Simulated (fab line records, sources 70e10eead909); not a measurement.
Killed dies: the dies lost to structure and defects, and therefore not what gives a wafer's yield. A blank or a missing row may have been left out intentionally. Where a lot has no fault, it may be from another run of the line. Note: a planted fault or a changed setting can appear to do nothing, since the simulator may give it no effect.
Comparing a struck lot with a sound one :: flow nand-harc :: 34 out of 1302 route steps
Sound: wafers L435.1, L435.2, L435.6. Wafers struck: L428.1, L428.2, L428.3. At the end, the cause is stated.
Per side, at each step with rows, come the tool, then ch with its chambers, and then its first start. Under that, the readings that differ: sound wafers :: struck wafers :: difference of the means :: sigmas: that difference in standard deviations of wafers without a fault.
alike: words and numbers the same on both sides, and readings whose means are apart by under 2 such deviations; not compared: readings that were withheld, readings missing a value for some wafer, numbers with overlapping values and no deviation given by the record, and bounds like >300 which may hide the same value.
The two part at a step that has a row with sigmas, a row that says differs or no value, or rows on one side only. When numbers do not overlap yet have no deviation, they are printed without sigmas and do not part them. A reading missing from all wafers of one side parts the sides only when that side holds two or more wafers.

first, 5 steps without rows for these wafers: NHARC_A_ONON_D1_DEP_19 (target thk 1000 nm); NHARC_A_ONON_D1_DEP_22 (target thk 1000 nm); NHARC_A_ONON_D1_DEP_25 (target thk 1000 nm); NHARC_A_ONON_D1_DEP_28 (target thk 1000 nm); NHARC_A_ONON_D1_DEP_33 (deposits SiO2, target thk 200 nm).
NHARC_A_CHANNEL_HOLE_D1_DEP_00: deposits aC, target thk 3100 nm.
  struck on acl-dep-03, day 13 04:36; sound on acl-dep-01 ch 0, day 16 06:30
reading: throttle-valve-pct (%)
sound: 34.989 34.995 35.004
struck: - - -
difference: no value on the struck wafers
sigmas: 
  not compared: susceptor-temp-C
then, 25 steps without rows for these wafers: NHARC_A_CHANNEL_HOLE_D1_DEP_01 (deposits SiON, target thk 140 nm); NHARC_A_CHANNEL_HOLE_D1_DEHYDRATE_02 (time 120 s); NHARC_A_CHANNEL_HOLE_D1_HMDS_03 (time 30 s); NHARC_A_CHANNEL_HOLE_D1_COAT_36 (time 75 s); NHARC_A_CHANNEL_HOLE_D1_COAT_37 (time 65 s); NHARC_A_CHANNEL_HOLE_D1_COAT_04 (resist thk 90 nm); NHARC_A_CHANNEL_HOLE_D1_SOFTBAKE_05 (time 55 s); NHARC_A_CHANNEL_HOLE_D1_EBR_06; NHARC_A_CHANNEL_HOLE_D1_EXPOSE_07 (exposes mask HOLE D1, target cd 100 nm); NHARC_A_CHANNEL_HOLE_D1_PEB_08 (peb time 65 s); NHARC_A_CHANNEL_HOLE_D1_DEVELOP_09 (develop time 35 s); NHARC_A_CHANNEL_HOLE_D1_DESCUM_15 (chemistry O2, time 3 s); NHARC_A_CHANNEL_HOLE_D1_ETCH_38 (etches the open film in CF4, target depth 39 nm, time 65 s); NHARC_A_CHANNEL_HOLE_D1_ETCH_39 (etches the open film in N2/H2, target depth 260 nm, time 325 s); NHARC_A_CHANNEL_HOLE_D1_ETCH_34 (etches the open film in CF4/CHF3, target depth 154 nm, time 77 s); NHARC_A_CHANNEL_HOLE_D1_ETCH_16 (etches the open film in O2/COS, target depth 3100 nm, time 806 s); NHARC_A_CHANNEL_HOLE_D1_ETCH_19 (etches the open film in C4F8/O2/Ar, time 34.5 s); NHARC_A_CHANNEL_HOLE_D1_ETCH_20 (etches the open film in C4F8/O2/Ar, time 361.9 s, target depth 1600 nm); NHARC_A_CHANNEL_HOLE_D1_ETCH_21 (etches the open film in C4F8/O2/Ar, time 514.3 s, target depth 1600 nm); NHARC_A_CHANNEL_HOLE_D1_ETCH_22 (etches the open film in C4F8/O2/Ar, time 666.7 s, target depth 1600 nm); NHARC_A_CHANNEL_HOLE_D1_ETCH_23 (etches the open film in C4F8/O2/Ar, time 819 s, target depth 1600 nm); NHARC_A_CHANNEL_HOLE_D1_ETCH_24 (etches the open film in C4F8/O2/Ar, time 906.2 s, target depth 1500 nm); NHARC_A_CHANNEL_HOLE_D1_ETCH_25 (etches the open film in C4F8/O2/Ar, time 1040.2 s, target depth 1500 nm); NHARC_A_CHANNEL_HOLE_D1_ETCH_26 (etches the open film in C4F8/O2/Ar, time 224.1 s, target depth 300 nm); NHARC_A_CHANNEL_HOLE_D1_ETCH_33 (etches the open film in C4F8/O2/Ar, time 90 s, target depth 400 nm).
NHARC_A_CHANNEL_HOLE_D1_CD_MEAS_30:
  sound on cd-sem-01 at day 16 17:30; struck on cd-sem-01 at day 13 15:56
reading: cd-nm (nm)
sound: 91.0 88.7 88.0
struck: - - -
difference: no value on the struck wafers
sigmas: 
NHARC_A_CHANNEL_HOLE_D1_INSPECT_40:
  sound on defect-inspect-02 at day 16 17:41; struck on defect-inspect-01 at day 13 16:08
reading: raw-defect-count
sound: 42 65 47
struck: 6023 5891 5993
difference: +5918
sigmas: +99 or more
-- jump in the record: it breaks off in module A_CHANNEL_HOLE_D1 and resumes in module END (first step shown: number 1302 of the route), and 15 days separate the struck wafers' starts before and after --
NHARC_END_SORT_01:
  at this point the record logs the struck wafers (prober-01 ch 0, day 28 23:58) and has no rows for the sound ones

== WHERE THEY PART ==
Last at NHARC_END_SORT_01 as far as this record goes, first at NHARC_A_CHANNEL_HOLE_D1_DEP_00.

WHY: what the simulator had put in
Step skipped in full: acl-dep-03, at NHARC_A_CHANNEL_HOLE_D1_DEP_00, from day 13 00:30 onward. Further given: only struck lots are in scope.
